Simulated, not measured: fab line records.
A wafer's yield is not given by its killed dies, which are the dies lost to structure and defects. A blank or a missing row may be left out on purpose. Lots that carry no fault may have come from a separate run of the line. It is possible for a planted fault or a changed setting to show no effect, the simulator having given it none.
One fault through the eyes of 2 desks :: flow nand-harc :: numbers are kept per desk, each desk with only its own; the story behind them comes last

== THE METROLOGY DESK ==
What the gauges read, lot by lot, whatever tool the lot ran on: means of the sampled wafers that have a number. If a lot's mean is further than 4 standard deviations from the usual mean, the lot is out of limits and carries the mark OUT (the distance appears in the brackets).
Columns: A = cd-nm at NHARC_A_CHANNEL_HOLE_D2_CD_MEAS_10, usual 99.8 nm
lot: L359
first seen here: day 12 23:37
A: 98.8

lot: L360
first seen here: day 13 11:05
A: 99.2

lot: L361
first seen here: day 14 05:13
A: 99.2

lot: L362
first seen here: day 14 05:22
A: 99.9

lot: L363
first seen here: day 14 13:39
A: 98.9

lot: L364
first seen here: day 15 01:52
A: 100.5

lot: L365
first seen here: day 15 19:49
A: 99.6

lot: L367
first seen here: day 16 15:06
A: 100.2

lot: L369
first seen here: day 17 16:47
A: 100.0

lot: L370
first seen here: day 18 02:11
A: 100.7

lot: L377
first seen here: day 20 20:10
A: 99.4

lot: L379
first seen here: day 21 18:58
A: 100.5

lot: L381
first seen here: day 22 09:07
A: 99.4
This desk found nothing out of limits on any of the 13 lots.

== THE DEFECT DESK ==
For each lot, the counts of the inspections along the route, averaged over the sampled wafers that have a number. If a lot's mean is further than 4 standard deviations from the usual mean, the lot is out of limits and carries the mark OUT (the distance appears in the brackets).
Columns: A = raw-defect-count at NHARC_A_CHANNEL_HOLE_D2_INSPECT_40, usual 276
lot: L359
first seen here: day 13 10:59
A: 237

lot: L360
first seen here: day 13 21:17
A: 200

lot: L361
first seen here: day 14 12:19
A: 250

lot: L362
first seen here: day 14 12:26
A: 345

lot: L363
first seen here: day 14 20:44
A: 314

lot: L364
first seen here: day 15 08:55
A: 205

lot: L365
first seen here: day 16 02:53
A: 330

lot: L367
first seen here: day 16 22:20
A: 293

lot: L369
first seen here: day 17 23:52
A: 276

lot: L370
first seen here: day 18 09:15
A: 307

lot: L377
first seen here: day 21 03:14
A: 606 (+4.3) OUT

lot: L379
first seen here: day 22 03:47
A: 702 (+5.5) OUT

lot: L381
first seen here: day 22 16:54
A: 355
Finding of this desk: L377, L379 out of limits; the first was L377 at day 21 03:14, on raw-defect-count at NHARC_A_CHANNEL_HOLE_D2_INSPECT_40. L359, L360, L361, L362, L363, L364, L365, L367, L369, L370, L381: within limits.

== BROUGHT TOGETHER ==
The defect desk could have raised an alarm at day 21 03:14, on L377, L379.
From the metrology desk's view, nothing was out of limits.
The metrology desk has L377, L379 on record, within its limits.
All the named lots went through NHARC_A_CHANNEL_HOLE_D2_STRIP_42 on rie-diel-09.

== WHAT THE SIMULATOR HAD INSERTED ==
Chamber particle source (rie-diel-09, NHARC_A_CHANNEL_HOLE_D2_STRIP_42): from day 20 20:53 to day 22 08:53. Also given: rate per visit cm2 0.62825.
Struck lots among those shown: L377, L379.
Hours from the fault's start to each desk's first reading out of limits: the defect desk, 6.
